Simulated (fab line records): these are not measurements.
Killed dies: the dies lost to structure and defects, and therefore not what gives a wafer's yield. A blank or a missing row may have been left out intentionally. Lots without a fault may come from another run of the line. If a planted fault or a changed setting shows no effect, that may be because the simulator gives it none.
What tool caused it? || flow nand_harc || 6 lots, 18 wafers sampled, at 5 steps of a route of 1302

== WHAT THE GAUGES SHOWED, per wafer ==
NHARC_END_SORT_01.
{"lot": "L704", "measured": "day 25 20:44", "on": "prober-01", "killed_at_array": "47 58 38"}

== EACH LOT AND THE TOOL THAT RAN IT (in order: tool; ch and the chambers of the sampled wafers; start) ==
{"lot": "L701", "NHARC_A_CHANNEL_HOLE_D2_ETCH_26": "har_etch-01 ch 0,1, day 13 14:28", "NHARC_A_CHANNEL_HOLE_D2_STRIP_28": "rie_diel-08 ch 1,2,3, day 14 04:43 or earlier", "NHARC_A_CHANNEL_FILL_D2_ALD_16": "ald_hk-03 ch 2,3, day 14 04:43", "NHARC_A_CHANNEL_FILL_D2_ALD_25": "ald_hk-02 ch 0,1, day 15 04:47"}
{"lot": "L704", "NHARC_A_CHANNEL_HOLE_D2_ETCH_26": "har_etch-02 ch 0,1, day 15 03:39", "NHARC_A_CHANNEL_HOLE_D2_STRIP_28": "rie_diel-02 ch 0,2,3, day 15 18:04 or earlier", "NHARC_A_CHANNEL_FILL_D2_ALD_16": "ald_hk-03 ch 0,1,3, day 15 18:04", "NHARC_A_CHANNEL_FILL_D2_ALD_25": "ald_hk-03 ch 1,2,3, day 16 18:25"}
{"lot": "L711", "NHARC_A_CHANNEL_HOLE_D2_ETCH_26": "har_etch-02 ch 0,1, day 18 15:43", "NHARC_A_CHANNEL_HOLE_D2_STRIP_28": "rie_diel-07 ch 0,2,3, day 19 05:59 or earlier", "NHARC_A_CHANNEL_FILL_D2_ALD_16": "ald_hk-02 ch 1,2,3, day 19 05:59", "NHARC_A_CHANNEL_FILL_D2_ALD_25": "ald_hk-04 ch 0,1,2, day 20 07:51"}
{"lot": "L713", "NHARC_A_CHANNEL_HOLE_D2_ETCH_26": "har_etch-02 ch 0,1, day 19 14:41", "NHARC_A_CHANNEL_HOLE_D2_STRIP_28": "rie_diel-08 ch 1,2,3, day 20 05:13 or earlier", "NHARC_A_CHANNEL_FILL_D2_ALD_16": "ald_hk-03 ch 0,1,3, day 20 05:13", "NHARC_A_CHANNEL_FILL_D2_ALD_25": "ald_hk-04 ch 0,1,2, day 21 06:59"}
{"lot": "L717", "NHARC_A_CHANNEL_HOLE_D2_ETCH_26": "har_etch-01 ch 0,1, day 20 16:40", "NHARC_A_CHANNEL_HOLE_D2_STRIP_28": "rie_diel-08 ch 2,3, day 21 06:58 or earlier", "NHARC_A_CHANNEL_FILL_D2_ALD_16": "ald_hk-03 ch 1,3, day 21 06:58", "NHARC_A_CHANNEL_FILL_D2_ALD_25": "ald_hk-03 ch 0,3, day 22 06:14"}
{"lot": "L721", "NHARC_A_CHANNEL_HOLE_D2_ETCH_26": "har_etch-02 ch 0,1, day 22 22:55", "NHARC_A_CHANNEL_HOLE_D2_STRIP_28": "rie_diel-08 ch 0,1,3, day 23 13:12 or earlier", "NHARC_A_CHANNEL_FILL_D2_ALD_16": "ald_hk-04 ch 1,2,3, day 23 13:12", "NHARC_A_CHANNEL_FILL_D2_ALD_25": "ald_hk-04 ch 0,2,3, day 24 15:43"}
- NHARC_A_CHANNEL_HOLE_D2_ETCH_26: etches the open film in C4F8/O2/Ar, time 224.1 s, target depth 300 nm.
- NHARC_A_CHANNEL_HOLE_D2_STRIP_28: strips in O2.
- NHARC_A_CHANNEL_FILL_D2_ALD_16: deposits SiO2, target thk 1.5 nm, pulse time 10 s, ald cycles 15.
- NHARC_A_CHANNEL_FILL_D2_ALD_25: deposits SiOx, target thk 60 nm, pulse time 10 s, ald cycles 600.

== THE ANSWER, worked out from the rows above alone ==
Rule: usual is defined by the lots themselves. Put in order of their means at a reading, lots are off if they are a third of the lots or fewer, leave a main group of 4 or more, and stand apart from it by a gap of 3 or more times the standard deviation of the main group's means; of several such gaps the widest counts. The tables above print the reading to a certain number of digits; a main group whose means all agree to those digits is not used. A lot without any number at a reading at which 4 lots or more have one is off too. Any other lot the step has rows for is counted as sound.
Across all readings shown, no lot is off: no conclusion can be drawn from this.

== WHAT THE SIMULATOR HAD INSERTED ==
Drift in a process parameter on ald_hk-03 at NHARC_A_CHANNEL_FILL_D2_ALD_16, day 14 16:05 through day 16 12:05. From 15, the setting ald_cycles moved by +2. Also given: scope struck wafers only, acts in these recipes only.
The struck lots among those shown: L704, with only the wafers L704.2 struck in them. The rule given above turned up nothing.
